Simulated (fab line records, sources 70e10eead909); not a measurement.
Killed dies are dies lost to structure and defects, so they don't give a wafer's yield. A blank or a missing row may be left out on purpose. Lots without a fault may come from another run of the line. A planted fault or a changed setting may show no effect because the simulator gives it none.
Chamber matching | flow nand_harc | NHARC_A_M1_PRE_CLEAN_32 on pecvd-04: 3 sister chambers
The step time 12 s. 16 wafers are shown with their chamber, then 8 later ones without.

WAFERS WITH THEIR CHAMBER
wafer  | chamber | heater_power_w (W)
L074.1 | 0       | 706
L074.2 | 1       | 620
L074.6 | 0       | 688
L075.1 | 2       | 464
L075.3 | 1       | 609
L075.6 | 1       | 601
L079.2 | 1       | 611
L079.5 | 2       | 509
L079.6 | 1       | 608
L082.1 | 2       | 559
L082.2 | 1       | 510
L082.4 | 1       | 515
L087.4 | 0       | 645
L087.5 | 1       | 558
L087.6 | 2       | 535
L088.1 | 0       | 694

SIGNATURES (means of the wafers above)
reading        | chamber 0 | chamber 1 | chamber 2 | scatter within a chamber
heater_power_w | 683.25    | 579.00    | 516.75    | 40.5
Rule: a wafer's distance from a chamber is the root of the sum, over the readings, of the square of ((its reading less the chamber's mean) divided by the reading's scatter). The wafer belongs to the nearest chamber; if the next one is less than 2 further off, it can't be placed. The scatter: the root of (the sum of the squares of (reading less its chamber's mean) over the shown wafers, divided by (wafers less chambers)).

WAFERS WITHOUT THEIR CHAMBER
wafer  | heater_power_w (W)
L088.3 | 536
L088.4 | 692
L091.1 | 628
L091.2 | 566
L091.5 | 548
L094.1 | 678
L094.4 | 464
L094.6 | 678

WHICH CHAMBER EACH WENT THROUGH
wafer  | from the rows above          | in truth
L088.3 | can't be placed: 2 or 1      | 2
L088.4 | 0                            | 0
L091.1 | can't be placed: 1 or 0 or 2 | 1
L091.2 | can't be placed: 1 or 2      | 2
L091.5 | can't be placed: 1 or 2      | 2
L094.1 | 0                            | 0
L094.4 | can't be placed: 2 or 1      | 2
L094.6 | 0                            | 0
Placed correctly: 3 of 8. Can't be placed from these rows: 5 (the true chamber is among the candidates in 5). Placed wrongly: 0.
